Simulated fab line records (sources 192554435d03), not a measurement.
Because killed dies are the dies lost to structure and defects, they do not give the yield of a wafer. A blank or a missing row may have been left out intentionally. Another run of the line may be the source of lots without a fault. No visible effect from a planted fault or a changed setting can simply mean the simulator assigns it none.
Which tool did it? ; flow n5 finfet ; Sampling: 12 lots, 36 wafers, 5 of 1938 route steps

== WHAT THE GAUGES SHOWED, per wafer ==
N5_PASSIVATION_INSPECT_67: inspects for defects (macro).
lot;measured;on;raw defect count
L419;day 11 10:09;defect inspect-02;2 3 3
L421;day 11 17:56;defect inspect-02;1 3 4
L423;day 13 16:26;defect inspect-02;1 2 1
L425;day 13 08:13;defect inspect-01;3 2 3
L426;day 13 07:20;defect inspect-01;3 2 0
L427;day 13 15:28;defect inspect-02;4 3 4
L428;day 14 06:27;defect inspect-01;1 4 2
L429;day 14 04:58;defect inspect-02;2 1 2
L430;day 14 12:59;defect inspect-02;2 2 4
L436;day 16 06:37;defect inspect-01;1 4 2
L439;day 16 22:50;defect inspect-02;1 1 6
L442;day 17 17:07;defect inspect-02;3 1 4

N5_PASSIVATION_INSPECT_57: inspects for defects (macro).
lot;measured;on;raw defect count
L419;day 11 13:54;defect inspect-02;2 6 2
L421;day 11 21:23;defect inspect-02;0 0 1
L423;day 13 20:05;defect inspect-01;1 0 1
L425;day 13 11:39;defect inspect-02;3 1 0
L426;day 13 10:46;defect inspect-01;0 2 0
L427;day 13 18:54;defect inspect-01;1 2 3
L428;day 14 10:23;defect inspect-02;0 2 2
L429;day 14 08:24;defect inspect-01;0 1 1
L430;day 14 16:26;defect inspect-01;1 3 1
L436;day 16 10:24;defect inspect-02;0 4 2
L439;day 17 02:16;defect inspect-01;1 1 1
L442;day 17 20:32;defect inspect-02;1 1 6

== TOOL THAT RAN EACH LOT (tool first, then ch and the chambers of the sampled wafers, then the start) ==
lot;N5_SPACER0_ALD_08;N5_PASSIVATION_DEGAS_18;N5_PASSIVATION_PROBE_49
L419;ald sin-03 ch 0,1,2, day 2 23:42;pvd sputter-03, day 11 07:17;prober-01, day 11 13:32
L421;ald sin-04 ch 0,2,3, day 3 12:14;pvd sputter-02, day 11 15:19;prober-01, day 11 21:01
L423;ald sin-01 ch 1,2,3, day 4 02:14;pvd sputter-02, day 13 13:45;prober-01, day 13 19:44
L425;ald sin-04 ch 1,2,3, day 4 12:40;pvd sputter-02, day 13 05:47;prober-02, day 13 11:18
L426;ald sin-04 ch 1,2, day 4 20:52;pvd sputter-02, day 13 04:38;prober-01, day 13 10:31
L427;ald sin-01 ch 1,3, day 5 00:10;pvd sputter-03, day 13 12:44;prober-01, day 13 18:33
L428;ald sin-03 ch 0,1,2, day 5 06:31;pvd sputter-03, day 14 03:32;prober-01, day 14 10:04
L429;ald sin-01 ch 0,1,2, day 5 15:38;pvd sputter-02, day 14 02:05;prober-02, day 14 08:03
L430;ald sin-01 ch 0,1,2, day 5 20:39;pvd sputter-03, day 14 09:54;prober-01, day 14 16:04
L436;ald sin-01 ch 1,3, day 7 05:20;pvd sputter-01, day 16 04:10;prober-01, day 16 10:02
L439;ald sin-03 ch 0,1,2, day 8 02:49;pvd sputter-01, day 16 20:13;prober-02, day 17 02:01
L442;ald sin-04 ch 1,2,3, day 8 17:29;pvd sputter-01, day 17 14:20;prober-01, day 17 20:11
- N5_SPACER0_ALD_08: deposits SiNx, target thk 2 nm.
- N5_PASSIVATION_DEGAS_18: time 60 s.
- N5_PASSIVATION_PROBE_49

== WHAT THE TOOLS THEMSELVES READ (means of the sampled wafers that have a number; where no wafer has one, the mark that the record gives instead) ==
N5_SPACER0_ALD_08.
lot;tool;heater power outer w (W);heater power w (W);susceptor temp C (C)
L419;ald sin-03;501;848;400.31
L421;ald sin-04;442;732;400.02
L423;ald sin-01;501;829;399.91
L425;ald sin-04;455;750;400.13
L426;ald sin-04;450;755;400.06
L427;ald sin-01;527;845;400.02
L428;ald sin-03;482;830;400.11
L429;ald sin-01;467;816;399.88
L430;ald sin-01;477;797;399.75
L436;ald sin-01;489;827;399.90
L439;ald sin-03;483;819;400.15
L442;ald sin-04;460;774;400.15

N5_PASSIVATION_DEGAS_18.
lot;tool;heater power w (W);susceptor temp C (C)
L419;pvd sputter-03;494;299.99
L421;pvd sputter-02;524;300.02
L423;pvd sputter-02;511;300.03
L425;pvd sputter-02;525;300.00
L426;pvd sputter-02;556;299.97
L427;pvd sputter-03;483;299.92
L428;pvd sputter-03;456;300.00
L429;pvd sputter-02;533;300.08
L430;pvd sputter-03;508;300.07
L436;pvd sputter-01;526;300.13
L439;pvd sputter-01;527;299.92
L442;pvd sputter-01;528;299.85

N5_PASSIVATION_PROBE_49.
lot;tool;defect limited yield (%);killed_at_M0_to_M3;killed_at_M4_up;killed at contacts;killed at front end;killed at other;killed dies;killed on rim;killed open;killed short;sort_bin_5_function (%);sort_bin_6_memory (%);sort_bin_8_speed (%);sort n pass;sort yield pct (%)
L419;prober-01;89.4;48;12;13;49;2;125;13;80;42;6.3;3.9;0.0;1055;89.4
L421;prober-01;91.1;27;12;12;49;5;105;16;66;37;5.0;3.5;0.0;1075;91.1
L423;prober-01;90.4;32;16;17;44;5;113;16;70;40;5.7;3.6;0.0;1067;90.4
L425;prober-02;90.0;34;16;11;53;4;118;17;75;42;6.1;3.5;0.0;1062;90.0
L426;prober-01;92.1;17;18;8;45;5;93;13;62;29;4.4;3.3;0.0;1087;92.1
L427;prober-01;90.7;29;18;11;47;4;110;15;79;31;5.5;3.6;0.0;1070;90.7
L428;prober-01;91.5;36;13;14;35;3;101;11;63;34;5.2;3.1;0.0;1079;91.5
L429;prober-02;92.2;21;18;11;38;3;92;13;63;26;4.6;2.9;0.0;1088;92.2
L430;prober-01;86.2;52;12;14;73;12;163;52;81;41;6.1;3.9;0.0;1017;86.2
L436;prober-01;88.2;30;17;13;75;5;140;49;60;37;4.4;3.8;2.7;1009;85.5
L439;prober-02;91.7;27;19;24;26;2;98;14;69;29;5.1;2.9;0.0;1082;91.7
L442;prober-01;91.3;35;11;11;44;1;102;11;69;31;5.1;3.4;0.0;1078;91.3

== THE ANSWER, worked out from the rows above alone ==
Rule: the lots themselves supply what counts as usual. The widest of any qualifying gaps counts: lots, ordered by their means at a reading, are off when they make up no more than a third of the lots, leave a main group of 4 or more, and stand apart from it by 3 or more times the standard deviation of that group's means. A main group is skipped when, at the precision printed for the reading in the tables above, its means are all equal. A lot without any number at a reading at which 4 lots or more have one is off too. Where the step has rows for the other lots, those lots are counted as sound. Order of review: gauges by route order, followed by the tools' own readings, for which a lot's mean as printed above is used. The first step at which some lot is off is used, and at that step the reading that is off furthest; a lot without a number counts as furthest.
Off at N5_PASSIVATION_PROBE_49 (killed on rim): L430, L436. For the main group the mean is 14 and the standard deviation 2.
A tool fits if, at that step or a process step before it, it ran every lot that is off, and no sound lot after the first of them. One fits: ald sin-01 at N5_SPACER0_ALD_08. Its last sound lot is L429 (day 5 15:38), its first lot that is off L430 (day 5 20:39): a fault that began between those two fits.

== WHAT THE SIMULATOR PUT IN ==
Site profile drift: ald sin-01, from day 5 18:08 on, at N5_SPACER0_ALD_08. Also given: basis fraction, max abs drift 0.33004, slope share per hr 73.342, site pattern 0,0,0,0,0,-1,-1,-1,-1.
Struck lots among those shown: L430, L436. The rule given above showed the same thing.
